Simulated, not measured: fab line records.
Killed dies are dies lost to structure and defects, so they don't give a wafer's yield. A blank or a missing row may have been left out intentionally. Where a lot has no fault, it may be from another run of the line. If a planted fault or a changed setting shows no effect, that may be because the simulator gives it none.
Which tool is to blame? | flow n5 finfet | 30 wafers from 10 lots sampled at 2 of the route's 1938 steps

WHAT THE GAUGES READ, wafer by wafer
N5_BEOL_M8_OVL_MEAS_12. Usual: for M8_OVL the level is 0.1 nm and the standard deviation is 0.71.
lot  | measured     | on         | M8_OVL (nm)    | flag
L942 | day 8 22:58  | overlay-01 | -0.1 -0.8 0.2  |
L943 | day 9 17:31  | overlay-02 | -0.9 -0.4 -0.6 |
L946 | day 10 04:44 | overlay-02 | 0.5 -0.4 0.1   |
L951 | day 11 11:07 | overlay-02 | -0.1 -2.0 -0.3 |
L953 | day 12 06:28 | overlay-02 | 0.4 0.3 0.2    |
L960 | day 14 06:10 | overlay-01 | 0.3 -0.3 -0.3  |
L961 | day 14 21:28 | overlay-01 | 0.1 -1.2 -1.0  |
L962 | day 15 06:03 | overlay-01 | 0.6 1.3 0.5    |
L963 | day 15 13:25 | overlay-02 | 0.0 1.7 0.8    |
L964 | day 16 04:52 | overlay-01 | 0.9 0.3 1.7    |

TOOL THAT RAN EACH LOT (tool first, then ch and the chambers of the sampled wafers, then the start)
lot  | N5_BEOL_M7_DEP_56
L942 | pecvd-01 ch 0, day 8 19:52
L943 | pecvd-03 ch 1,2, day 9 15:32
L946 | pecvd-02 ch 0,1, day 10 02:18
L951 | pecvd-02 ch 0,1, day 11 08:14
L953 | pecvd-01 ch 0,2, day 12 01:02
L960 | pecvd-02 ch 0,1, day 14 02:29
L961 | pecvd-03 ch 1,2, day 14 19:13
L962 | pecvd-01 ch 0,1,2, day 15 03:16
L963 | pecvd-01 ch 0,1, day 15 11:29
L964 | pecvd-02 ch 0,1,2, day 16 02:19
- N5_BEOL_M7_DEP_56: deposits SiCN from 3MS/NH3, target thk 10 nm, time 17.5 s.

WHAT THE TOOLS THEMSELVES READ (means of the sampled wafers that have a number; where no wafer has one, the mark that the record gives instead)
N5_BEOL_M7_DEP_56. Usual: showerhead plenum p Torr 3.664 Torr, standard deviation 0.014; throttle valve pct 9.0 %, standard deviation 0.37.
lot  | tool     | showerhead plenum p Torr (Torr) | throttle valve pct (%) | flag
L942 | pecvd-01 | 3.649                           | 8.7                    |
L943 | pecvd-03 | 3.666                           | 9.1                    |
L946 | pecvd-02 | 3.661                           | 9.1                    |
L951 | pecvd-02 | 3.666                           | 9.1                    |
L953 | pecvd-01 | 3.653                           | 9.1                    |
L960 | pecvd-02 | 3.667                           | 9.1                    |
L961 | pecvd-03 | 3.670                           | 8.7                    |
L962 | pecvd-01 | 3.650                           | 9.2                    |
L963 | pecvd-01 | 3.645                           | 8.8                    |
L964 | pecvd-02 | 3.668                           | 9.0                    |

THE ANSWER, worked out from the rows above alone
Rule: a lot is off if the mean of its wafers that have a number lies more than 3 standard deviations from the usual mean. Also off: a lot with no number at a reading for which 4 or more lots have one. Where the step has rows for the other lots, those lots are counted as sound. Order of review: gauges by route order, followed by the tools' own readings, for which a lot's mean as printed above is used. The first step at which some lot is off is used, and at that step the reading that is off furthest; a lot without a number counts as furthest.
No lot is off at any reading shown: from this, nothing can be told.

WHAT THE SIMULATOR PUT IN
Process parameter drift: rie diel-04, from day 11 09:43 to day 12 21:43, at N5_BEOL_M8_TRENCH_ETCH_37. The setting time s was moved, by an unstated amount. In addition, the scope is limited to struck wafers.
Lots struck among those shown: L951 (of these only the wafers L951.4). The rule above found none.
